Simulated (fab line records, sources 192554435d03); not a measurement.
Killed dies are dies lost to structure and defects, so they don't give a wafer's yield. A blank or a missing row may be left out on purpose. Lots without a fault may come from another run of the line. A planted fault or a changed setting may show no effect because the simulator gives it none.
Which tool did it? | flow n5_finfet | 9 lots, 27 wafers sampled, at 1 step of a route of 1938

WHAT THE GAUGES READ, wafer by wafer
N5_BEOL_M3_OVL_MEAS_29.
lot  | measured     | on         | V2_OVL (nm)
L982 | day 6 21:29  | overlay-02 | 0.0 0.6 0.6
L983 | day 7 01:55  | overlay-02 | 0.7 0.6 0.8
L990 | day 9 03:58  | overlay-01 | 0.2 0.2 0.0
L991 | day 9 09:10  | overlay-01 | 0.8 1.2 0.6
L997 | day 10 18:59 | overlay-01 | 0.8 0.0 1.2
L101 | day 11 14:59 | overlay-02 | 0.4 -0.5 0.0
L102 | day 11 17:01 | overlay-02 | 1.5 -0.3 0.5
L105 | day 12 18:43 | overlay-02 | 1.8 0.6 0.7
L104 | day 12 22:33 | overlay-01 | -1.1 -0.6 0.6

WHICH TOOL RAN EACH LOT (tool, then ch and the chambers of the sampled wafers, then the start)
The record holds no process step before these readings.

THE ANSWER, worked out from the rows above alone
Rule: what is usual is taken from the lots themselves. Put in order of their means at a reading, lots are off if they are a third of the lots or fewer, leave a main group of 4 or more, and stand apart from it by a gap of 3 or more times the standard deviation of the main group's means; of several such gaps the widest counts. A main group whose means are all the same, to the digits that the tables above print for the reading, isn't used. A lot without any number at a reading at which 4 lots or more have one is off too. The other lots that the step has rows for count as sound.
No lot is off at any reading shown: from this, nothing can be told.

WHAT THE SIMULATOR HAD PUT IN
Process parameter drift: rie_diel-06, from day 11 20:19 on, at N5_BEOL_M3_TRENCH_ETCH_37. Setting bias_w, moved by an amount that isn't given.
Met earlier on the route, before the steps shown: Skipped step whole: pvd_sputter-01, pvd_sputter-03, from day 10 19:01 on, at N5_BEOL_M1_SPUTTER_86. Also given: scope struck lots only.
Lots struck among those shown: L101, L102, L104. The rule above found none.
